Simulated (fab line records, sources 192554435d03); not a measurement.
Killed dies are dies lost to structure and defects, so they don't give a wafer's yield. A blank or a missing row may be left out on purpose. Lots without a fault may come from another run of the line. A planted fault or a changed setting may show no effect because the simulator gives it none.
Chamber matching | flow n5_finfet | N5_DUMMY_GATE_ETCH_29 on rie_diel-01: 4 sister chambers
The step etches underlayer in N2/H2, target depth 13 nm. 4 wafers are shown with their chamber, then 7 later ones without.

WAFERS WITH THEIR CHAMBER
wafer  | chamber | drypump_motor_current_A (A)
L077.5 | 2       | 5.4
L087.6 | 1       | 5.5
L088.1 | 3       | 6.3
L088.3 | 0       | 5.9

WAFERS WITHOUT THEIR CHAMBER
wafer  | drypump_motor_current_A (A)
L088.4 | 5.6
L092.2 | 5.4
L092.3 | 5.6
L092.5 | 6.0
L094.2 | 6.3
L094.5 | 5.5
L094.6 | 5.4

WHICH CHAMBER EACH WENT THROUGH
wafer  | from the rows above     | in truth
L088.4 | can't be placed: 1 or 2 | 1
L092.2 | can't be placed: 2 or 1 | 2
L092.3 | can't be placed: 1 or 2 | 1
L092.5 | 0                       | 0
L094.2 | 3                       | 3
L094.5 | can't be placed: 1 or 2 | 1
L094.6 | can't be placed: 2 or 1 | 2
Placed correctly: 2 of 7. Can't be placed from these rows: 5 (the true chamber is among the candidates in 5). Placed wrongly: 0.
How it was worked out, from the rows above alone: a wafer's distance from a chamber is the root of the sum, over the readings, of the square of ((its reading less the chamber's mean) divided by the reading's scatter). The wafer belongs to the nearest chamber; if the next one is less than 2 further off, it can't be placed. A chamber's mean is the mean of its shown wafers. The scatter: with one shown wafer a chamber, the root of the mean of the squares of how far each hidden wafer lies from its nearest shown one.
